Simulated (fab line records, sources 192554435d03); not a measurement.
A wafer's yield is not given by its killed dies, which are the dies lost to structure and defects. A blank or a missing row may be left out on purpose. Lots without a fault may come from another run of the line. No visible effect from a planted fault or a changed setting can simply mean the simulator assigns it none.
fab line records	flow n5-finfet
record: lots: 13	wafers: 35	last-day: 17
route steps=1938 shown BEOL_M14@1772 BEOL_M15@1787
lots untouched by any fault: they come from a run of this same line in which no faults occurred
start-h: start of the lot's first displayed wafer, in hours after the record's first day	wait-h: hours from the lot's prior step to this one	" as in the row above	L1.1+2: one row covering several wafers at once	- no value present, or no start provided	* or withheld: withheld	< > ~ a bound
route shown NAME@n: a module of which the file shows steps, and the number in the route of the first	usual: the fault-free wafers' mean and standard deviation	same: alike in all rows	chamber/n: place in a boat	sites: per-site readings	_std_site: how widely they spread, as a standard deviation	_edge_site: mean of outer sites minus mean of inner sites	radius-mm: how far each site lies from the wafer's centre	mask NAME#n: copy n	behind: the most recent tool/chamber to have shaped the wafer	hold: what put the lot on hold/how long, in hours/how the hold closed	device: which transistor (n, p or np) failed to switch	end of line: the same wafers' tests at the end of the route	step lacking rows: just its recipe	killed: the dies lost at the first sort to structure and to defects; this is not the yield of the wafer	map: a wafer's dies, marking killed ones x, the rest . and places with no die _
set.NAME: the setting as run; set.NAME@STEP: as run at that earlier step	model.NAME: the simulator's own value behind a step, which no gauge read
route steps across a sampled set of lots; one table per step, one row per wafer
services: the hour from which a tool's chamber was out of use, counted from the record's first day as start-h (under 0 if before that day), plus the number of hours and why
== steps ==
step: N5_BEOL_M14_INSPECT_55
recipe: inspect-instrument: darkfield	mode: post-dep
usual: raw-defect-count: 65/20
lot.wafer	tool	chamber	start-h	wait-h	raw-defect-count
L393.2	defect-inspect-02	-	247.41	0.0	68
L393.3	"	-	"	"	96
L393.6	"	-	"	"	58
L392.1	defect-inspect-02	-	261.10	0.0	38
L392.2	"	-	"	"	55
L394.1	defect-inspect-01	-	263.63	0.0	65
L394.3	"	-	"	"	50
L395.2	defect-inspect-01	-	278.12	0.0	47
L395.3	"	-	"	"	35
L395.6	"	-	"	"	45
L396.1	defect-inspect-02	-	278.22	0.0	51
L396.2	"	-	"	"	50
L396.5	"	-	"	"	66
L398.1	defect-inspect-02	-	278.54	0.0	68
L398.2	"	-	"	"	63
L398.6	"	-	"	"	63
L397.1	defect-inspect-02	-	282.14	0.0	85
L397.5	"	-	"	"	78
L397.6	"	-	"	"	43
L404.2	defect-inspect-01	-	324.19	0.0	37
L404.4	"	-	"	"	61
L404.6	"	-	"	"	49
L407.3	defect-inspect-01	-	357.30	0.0	83
L407.4	"	-	"	"	76
L407.5	"	-	"	"	60
L408.2	defect-inspect-01	-	359.34	0.0	86
L408.5	"	-	"	"	56
L408.6	"	-	"	"	88
L410.3	defect-inspect-02	-	369.86	0.0	48
L410.4	"	-	"	"	60
L414.3	defect-inspect-02	-	391.19	0.0	79
L414.6	"	-	"	"	57
L415.1	defect-inspect-01	-	393.24	0.0	44
L415.3	"	-	"	"	43
L415.4	"	-	"	"	52
step: N5_BEOL_M15_ETCH_59
recipe: chemistry: N2/H2	target: BARC	target-depth-a: 890	overetch-a: 267	time-s: 67.9	ion-energy-ev: 200	pressure-mtorr: 30	source-w: 840	bias-w: 150	n2-flow-sccm: 200	h2-flow-sccm: 200
usual: drypump-motor-current-A: 5.8/0.51	oes-product-au: 0.67/0.056	rf-vpp-V: 523.9/2.3	showerhead-plenum-p-Torr: 2.55/0.083	throttle-valve-pct: 17.94/0.27
lot.wafer	tool	chamber	start-h	wait-h	drypump-motor-current-A	oes-product-au	rf-hours-counter-h	rf-vpp-V	showerhead-plenum-p-Torr	throttle-valve-pct
L393.2	rie-diel-05	0	248.12	0.0	5.7	0.66	122	527.4	2.66	17.65
L393.3	"	1	"	"	5.7	0.62	172	521.6	2.43	18.20
L393.6	"	2	"	"	5.2	0.62	-	522.9	2.53	17.86
L392.1	rie-diel-04	1	262.12	0.0	5.6	0.65	142	524.1	2.56	18.11
L392.2	"	2	"	"	6.5	0.62	165	521.4	2.43	18.25
L394.1	rie-diel-01	3	264.62	0.0	5.2	0.69	73	525.1	2.57	18.03
L394.3	"	1	"	"	5.5	0.71	94	524.9	2.58	17.52
L395.2	rie-diel-04	0	278.96	0.0	6.5	0.83	4	525.4	2.62	17.81
L395.3	"	2	"	"	6.4	0.62	170	520.6	2.43	18.26
L395.6	"	1	"	"	5.6	0.64	-	524.9	2.56	18.10
L396.1	rie-diel-04	1	279.37	0.0	5.6	0.64	148	524.3	2.56	18.12
L396.2	"	3	"	"	5.4	0.79	16	524.1	2.60	17.43
L396.5	"	2	"	"	6.5	0.61	-	520.2	2.43	18.24
L398.1	rie-diel-01	3	280.21	0.0	5.2	0.69	78	526.1	2.56	18.06
L398.2	"	2	"	"	5.4	0.74	43	521.3	2.47	17.80
L398.6	"	1	"	"	5.5	0.70	-	523.6	2.58	17.53
L397.1	rie-diel-01	2	283.44	0.0	5.4	0.74	45	521.6	2.47	17.81
L397.5	"	3	"	"	5.2	0.68	-	525.0	2.56	18.05
L397.6	"	0	"	"	6.8	0.71	-	527.4	2.70	17.89
L404.2	rie-diel-05	0	325.28	0.0	5.7	0.64	140	527.3	2.66	17.68
L404.4	"	3	"	"	6.3	0.65	143	523.7	2.53	18.27
L404.6	"	1	"	"	5.8	0.61	-	520.3	2.42	18.23
L407.3	rie-diel-05	0	358.14	0.0	5.7	0.64	145	527.0	2.65	17.70
L407.4	"	1	"	"	5.8	0.61	207	519.5	2.41	18.25
L407.5	"	2	"	"	5.2	0.60	-	523.9	2.52	17.91
L408.2	rie-diel-05	1	360.05	0.0	5.8	0.60	208	521.2	2.41	18.25
L408.5	"	1	"	"	5.8	0.61	-	520.7	2.41	18.25
L408.6	"	0	"	"	5.7	0.64	-	527.3	2.65	17.69
L410.3	rie-diel-01	2	370.57	0.0	5.4	0.72	69	521.8	2.46	17.84
L410.4	"	1	"	"	5.5	0.69	122	523.2	2.57	17.59
L414.3	rie-diel-04	0	391.90	0.0	6.5	0.75	38	526.1	2.60	17.86
L414.6	"	1	"	"	5.6	0.61	-	524.1	2.54	18.18
L415.1	rie-diel-04	3	393.95	0.0	5.3	0.73	51	527.1	2.58	17.46
L415.3	"	2	"	"	6.5	0.59	207	521.1	2.42	18.30
L415.4	"	0	"	"	6.5	0.76	39	524.6	2.60	17.85
step: N5_BEOL_M15_COAT_60
recipe: resist: BARC	temp-c: 205	time-s: 60	spin-rpm: 1500	resist-thk-nm: 89
usual: heater-power-total-W: 391.9/1.4	run-length-s: 66.15/0.18
lot.wafer	tool	chamber	start-h	wait-h	heater-power-total-W	run-length-s
L393.2	litho-track-03	0	249.19	0.3	391.7	66.40
L393.3	"	0	"	"	390.1	66.18
L393.6	"	0	"	"	393.7	66.18
L392.1	litho-track-03	0	263.19	0.3	390.3	66.37
L392.2	"	0	"	"	392.7	66.38
L394.1	litho-track-04	0	265.69	0.3	392.8	66.01
L394.3	"	0	"	"	390.8	65.89
L395.2	litho-track-04	0	280.36	0.3	392.7	65.88
L395.3	"	0	"	"	393.5	66.12
L395.6	"	0	"	"	392.5	65.86
L396.1	litho-track-03	0	280.61	0.3	390.4	66.31
L396.2	"	0	"	"	393.8	66.33
L396.5	"	0	"	"	389.5	66.35
L398.1	litho-track-03	0	281.35	0.3	391.0	66.18
L398.2	"	0	"	"	393.5	66.15
L398.6	"	0	"	"	390.1	66.16
L397.1	litho-track-04	0	284.55	0.3	391.4	65.88
L397.5	"	0	"	"	392.8	65.88
L397.6	"	0	"	"	392.7	65.91
L404.2	litho-track-04	0	326.36	0.3	390.1	65.96
L404.4	"	0	"	"	392.7	65.85
L404.6	"	0	"	"	431.4	57.03
L407.3	litho-track-01	0	359.21	0.3	389.5	66.20
L407.4	"	0	"	"	389.5	66.30
L407.5	"	0	"	"	394.1	66.13
L408.2	litho-track-01	0	361.12	0.3	392.5	66.26
L408.5	"	0	"	"	393.3	66.29
L408.6	"	0	"	"	392.7	66.47
L410.3	litho-track-01	0	371.64	0.3	391.6	66.48
L410.4	"	0	"	"	392.9	66.25
L414.3	litho-track-01	0	392.98	0.3	389.7	66.19
L414.6	"	0	"	"	390.9	66.24
L415.1	litho-track-03	0	395.11	0.3	390.8	66.20
L415.3	"	0	"	"	390.5	66.34
L415.4	"	0	"	"	392.3	66.34
step: N5_BEOL_M15_OVL_MEAS_29
recipe: points-per-wafer: 44
usual: M15_OVL: 1/4.6
same: points-per-wafer: 44
lot.wafer	tool	chamber	start-h	wait-h	M15_OVL[nm]
L393.2	overlay-02	0	249.61	0.0	5
L393.3	"	0	"	"	-7
L393.6	"	0	"	"	-1
L392.1	overlay-02	0	263.62	0.0	3
L392.2	"	0	"	"	-1
L394.1	overlay-01	0	265.99	0.0	4
L394.3	"	0	"	"	8
L395.2	overlay-01	0	280.66	0.0	-8
L395.3	"	0	"	"	-5
L395.6	"	0	"	"	3
L396.1	overlay-01	0	281.03	0.0	-4
L396.2	"	0	"	"	4
L396.5	"	0	"	"	-1
L398.1	overlay-01	0	281.65	0.0	-1
L398.2	"	0	"	"	-4
L398.6	"	0	"	"	-6
L397.1	overlay-01	0	284.97	0.0	8
L397.5	"	0	"	"	3
L397.6	"	0	"	"	-4
L404.2	overlay-02	0	326.66	0.0	5
L404.4	"	0	"	"	-3
L404.6	"	0	"	"	3
L407.3	overlay-02	0	359.51	0.0	0
L407.4	"	0	"	"	-5
L407.5	"	0	"	"	-7
L408.2	overlay-02	0	361.56	0.0	5
L408.5	"	0	"	"	3
L408.6	"	0	"	"	6
L410.3	overlay-02	0	371.94	0.0	4
L410.4	"	0	"	"	7
L414.3	overlay-02	0	393.40	0.0	-3
L414.6	"	0	"	"	-4
L415.1	overlay-01	0	395.54	0.0	1
L415.3	"	0	"	"	3
L415.4	"	0	"	"	0
== services ==
tool	chamber	start-h	hours	kind
rie-diel-04	0	239.05	-	clean
rie-diel-04	0	239.05	-	consumable-replace:focus-ring
rie-diel-04	0	239.05	24.7	scheduled-down
rie-diel-04	0	239.05	24.7	vent-cycle
litho-track-01	-	285.79	-	consumable-replace:filter
rie-diel-01	1	286.80	6.7	repair
rie-diel-05	0	300.39	21.1	repair
rie-diel-05	2	303.66	4.9	repair
rie-diel-05	0	334.70	17.2	repair
litho-track-03	-	345.39	-	consumable-replace:filter
rie-diel-01	3	375.65	2.5	repair
== key ==
first-sign: step: N5_BEOL_M15_COAT_60	reading: run-length-s	direction: down	sigmas: 51	usual: *	struck: *
effect: step: N5_BEOL_M15_COAT_60	reading: heater-power-total-W	direction: up	sigmas: 29	usual: *	struck: *
met-at N5_BEOL_M15_COAT_60
struck-lots L404
struck-wafers L404.6
not-acting-at N5_BEOL_M14_INSPECT_55,N5_BEOL_M15_ETCH_59,N5_BEOL_M15_OVL_MEAS_29
onset-between 284.55 326.36
fault: kind: process-parameter-drift	tool: litho-track-04	chamber: -	onset-h: 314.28	steps: N5_BEOL_M15_COAT_60	channel: time-s	offset: *	shape: step	end-h: 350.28	scope: struck-wafers-only	acts-in: *	stated: *
